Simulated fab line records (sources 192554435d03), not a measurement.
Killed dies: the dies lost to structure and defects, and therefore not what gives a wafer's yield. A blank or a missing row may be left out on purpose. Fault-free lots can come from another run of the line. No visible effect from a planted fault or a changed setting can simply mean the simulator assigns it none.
Matching of chambers :: flow n5Finfet :: N5_DUMMY_GATE_CMP_04 on cmp-01: 4 sister chambers
The step polishes a-Si. 14 wafers are shown with their chamber, then 7 later ones without.

WAFERS, EACH WITH ITS CHAMBER
wafer: L076.1
chamber: 1
motorCurrentA (A): 11.4
timeToEndpointS (s): 16.5

wafer: L076.4
chamber: 3
motorCurrentA (A): 10.4
timeToEndpointS (s): 15.1

wafer: L076.5
chamber: 0
motorCurrentA (A): 11.1
timeToEndpointS (s): 13.4

wafer: L079.1
chamber: 2
motorCurrentA (A): 11.1
timeToEndpointS (s): 11.3

wafer: L079.2
chamber: 0
motorCurrentA (A): 10.7
timeToEndpointS (s): 12.6

wafer: L079.3
chamber: 3
motorCurrentA (A): 10.2
timeToEndpointS (s): 12.1

wafer: L079.4
chamber: 1
motorCurrentA (A): 11.3
timeToEndpointS (s): 12.9

wafer: L079.5
chamber: 3
motorCurrentA (A): 10.8
timeToEndpointS (s): 12.6

wafer: L079.6
chamber: 0
motorCurrentA (A): 11.0
timeToEndpointS (s): 10.6

wafer: L080.1
chamber: 2
motorCurrentA (A): 11.6
timeToEndpointS (s): 12.2

wafer: L080.2
chamber: 3
motorCurrentA (A): 10.3
timeToEndpointS (s): 10.2

wafer: L080.6
chamber: 2
motorCurrentA (A): 11.5
timeToEndpointS (s): 11.8

wafer: L084.1
chamber: 2
motorCurrentA (A): 11.7
timeToEndpointS (s): 14.8

wafer: L084.3
chamber: 0
motorCurrentA (A): 10.8
timeToEndpointS (s): 16.5

SIGNATURES (means of the wafers above)
reading: motorCurrentA
chamber 0: 10.900
chamber 1: 11.350
chamber 2: 11.475
chamber 3: 10.425
scatter within a chamber: 0.228

reading: timeToEndpointS
chamber 0: 13.275
chamber 1: 14.700
chamber 2: 12.525
chamber 3: 12.500
scatter within a chamber: 2.1
Rule: a wafer's distance from a chamber is the root of the sum, over the readings, of the square of ((its reading less the chamber's mean) divided by the reading's scatter). If the next closest chamber is less than 2 further off than the closest, the wafer can't be placed; otherwise it belongs to the closest. How the scatter is found: for the shown wafers, subtract from each reading the mean of its chamber, square and add these, divide the total by (wafers less chambers), then take the root.

WAFERS WITHOUT THEIR CHAMBER
wafer: L084.5
motorCurrentA (A): 10.2
timeToEndpointS (s): 15.4

wafer: L093.1
motorCurrentA (A): 10.8
timeToEndpointS (s): 14.7

wafer: L093.2
motorCurrentA (A): 11.5
timeToEndpointS (s): 12.4

wafer: L093.5
motorCurrentA (A): 10.6
timeToEndpointS (s): 14.5

wafer: L095.2
motorCurrentA (A): 10.4
timeToEndpointS (s): 16.5

wafer: L095.4
motorCurrentA (A): 10.5
timeToEndpointS (s): 17.9

wafer: L095.6
motorCurrentA (A): 10.7
timeToEndpointS (s): 16.3

THE CHAMBER EACH PASSED THROUGH
wafer: L084.5
from the rows above: can't be placed: 3 or 0
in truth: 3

wafer: L093.1
from the rows above: can't be placed: 0 or 3 or 1
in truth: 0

wafer: L093.2
from the rows above: can't be placed: 2 or 1
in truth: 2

wafer: L093.5
from the rows above: can't be placed: 3 or 0
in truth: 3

wafer: L095.2
from the rows above: can't be placed: 3 or 0
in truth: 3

wafer: L095.4
from the rows above: can't be placed: 3 or 0 or 1
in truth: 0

wafer: L095.6
from the rows above: can't be placed: 0 or 3 or 1
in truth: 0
Correct placement for 0 of the 7. These rows do not allow placing 7 (true chamber among the candidates in 7). 0 placed wrongly.
